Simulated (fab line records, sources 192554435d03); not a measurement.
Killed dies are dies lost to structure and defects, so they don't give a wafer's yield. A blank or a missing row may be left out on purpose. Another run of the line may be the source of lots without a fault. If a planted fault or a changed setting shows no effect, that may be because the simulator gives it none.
3 desks looking at one fault || flow n5-finfet || each desk has only its own numbers; what lay behind them comes last

## THE TOOL OWNER'S DESK: rie-diel-06
The tool's own readings at N5_BEOL_M8_TRENCH_ETCH_37 (etches SiCOH lowk in C4F6/O2, target depth 93.478 nm, time 31.2 s): means of the sampled wafers that have a number, for each lot that ran on this tool. If a lot's mean is further than 4 standard deviations from the usual mean, the lot is out of limits and carries the mark OUT (the distance appears in the brackets).
Columns: A = drypump-motor-current-A at N5_BEOL_M8_TRENCH_ETCH_37, usual 5.6 A; B = oes-product-au at N5_BEOL_M8_TRENCH_ETCH_37, usual 0.82 a.u.; C = rf-vpp-V at N5_BEOL_M8_TRENCH_ETCH_37, usual 657 V; D = run-length-s at N5_BEOL_M8_TRENCH_ETCH_37, usual 54.6 s; E = showerhead-plenum-p-Torr at N5_BEOL_M8_TRENCH_ETCH_37, usual 2.83 Torr; F = throttle-valve-pct at N5_BEOL_M8_TRENCH_ETCH_37, usual 20.79 %
{"lot": "L230", "first seen here": "day 9 08:13", "A": 5.4, "B": 0.81, "C": 649, "D": 54.6, "E": 2.86, "F": 20.80}
{"lot": "L231", "first seen here": "day 9 17:20", "A": 5.7, "B": 0.86, "C": 648, "D": 54.7, "E": 2.88, "F": 20.78}
{"lot": "L244", "first seen here": "day 13 04:11", "A": 5.4, "B": 0.82, "C": 652, "D": "51.3 (-9.0) OUT", "E": 2.81, "F": 20.87}
{"lot": "L246", "first seen here": "day 13 13:44", "A": 6.3, "B": 0.84, "C": 639, "D": "50.9 (-10) OUT", "E": 2.97, "F": 20.70}
This desk finds L244, L246 out of limits, L244 being first, at day 13 04:11 (run-length-s at N5_BEOL_M8_TRENCH_ETCH_37). L230, L231: within limits.

## THE METROLOGY DESK
What the gauges read for every lot (on any tool): the sampled wafers with a number, averaged. If a lot's mean is further than 4 standard deviations from the usual mean, the lot is out of limits and carries the mark OUT (the distance appears in the brackets). 7 of its 30 readings are shown: the first one out of limits and those lying furthest out on some lot.
Columns: A = trench-depth-nm at N5_BEOL_M8_OCD_MEAS_38, usual 93.9 nm; B = M8_THK at N5_BEOL_M8_THK_MEAS_53, usual 80.9 nm; C = M8_RS at N5_BEOL_M8_RS_MEAS_57, usual 0.287 ohm/sq; D = COMB_M13 at N5_BEOL_M15_RC_MEAS_101, usual 5e-12 S/m; E = SERP_M12_max_site at N5_BEOL_M15_RC_MEAS_101, usual 0.657 ohm/um; F = SERP_M8 at N5_BEOL_M15_RC_MEAS_101, usual 14.0 ohm/um; G = SERP_M8_max_site at N5_BEOL_M15_RC_MEAS_101, usual 14.5 ohm/um
{"lot": "L230", "first seen here": "day 9 07:42", "A": 95.1, "B": 82.6, "C": 0.280, "D": 4e-12, "E": 0.665, "F": 13.4, "G": 13.8}
{"lot": "L231", "first seen here": "day 9 16:52", "A": 94.7, "B": 82.1, "C": 0.279, "D": 5e-12, "E": 0.659, "F": 13.1, "G": 13.5}
{"lot": "L238", "first seen here": "day 12 00:48", "A": 94.3, "B": 80.6, "C": 0.288, "D": 3e-12, "E": 0.693, "F": 14.3, "G": 14.7}
{"lot": "L244", "first seen here": "day 13 03:47", "A": "84.1 (-4.3) OUT", "B": 72.2, "C": "0.338 (+4.6) OUT", "D": 4e-12, "E": 0.632, "F": 16.4, "G": 16.8}
{"lot": "L246", "first seen here": "day 13 13:20", "A": "82.8 (-4.8) OUT", "B": "69.2 (-4.5) OUT", "C": "0.356 (+6.3) OUT", "D": 6e-12, "E": 0.664, "F": "17.2 (+4.3) OUT", "G": "17.9 (+4.1) OUT"}
{"lot": "L251", "first seen here": "day 15 13:06", "A": 94.6, "B": 81.7, "C": 0.283, "D": 5e-12, "E": 0.657, "F": 13.8, "G": 14.3}
{"lot": "L253", "first seen here": "day 15 19:20", "A": 93.6, "B": 81.8, "C": 0.284, "D": 6e-12, "E": 0.630, "F": 13.8, "G": 14.4}
This desk finds L244, L246 out of limits, L244 being first, at day 13 04:20 (trench-depth-nm at N5_BEOL_M8_OCD_MEAS_38). L230, L231, L238, L251, L253: within limits.

## THE DEFECT DESK
Inspection counts along the route, by lot: the mean over sampled wafers that carry a number. If a lot's mean is further than 4 standard deviations from the usual mean, the lot is out of limits and carries the mark OUT (the distance appears in the brackets).
Columns: A = raw-defect-count at N5_BEOL_M8_INSPECT_13, usual 414
{"lot": "L230", "first seen here": "day 9 05:46", "A": 463}
{"lot": "L231", "first seen here": "day 9 15:52", "A": 365}
{"lot": "L238", "first seen here": "day 11 22:33", "A": 312}
{"lot": "L244", "first seen here": "day 13 01:35", "A": 337}
{"lot": "L246", "first seen here": "day 13 09:44", "A": 620}
{"lot": "L251", "first seen here": "day 15 11:45", "A": 515}
{"lot": "L253", "first seen here": "day 15 14:35", "A": 487}
This desk's finding: nothing out of limits on any of the 7 lots.

## ALL TOGETHER
The tool owner's desk could have raised an alarm at day 13 04:11, on L244, L246.
L244, L246 would have let the metrology desk raise an alarm at day 13 04:20.
The defect desk saw nothing out of limits.
The defect desk has L244, L246 on record, within its limits.
On rie-diel-06, each named lot ran N5_BEOL_M8_TRENCH_ETCH_37.

## WHAT THE SIMULATOR HAD INSERTED
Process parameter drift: rie-diel-06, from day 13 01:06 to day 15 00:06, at N5_BEOL_M8_TRENCH_ETCH_37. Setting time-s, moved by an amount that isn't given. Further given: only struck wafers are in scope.
Lots struck among those shown: L244, L246.
Delay (hours) between the fault's onset and each desk's first out-of-limits reading: 3 at the tool owner's desk, 3 at the metrology desk.
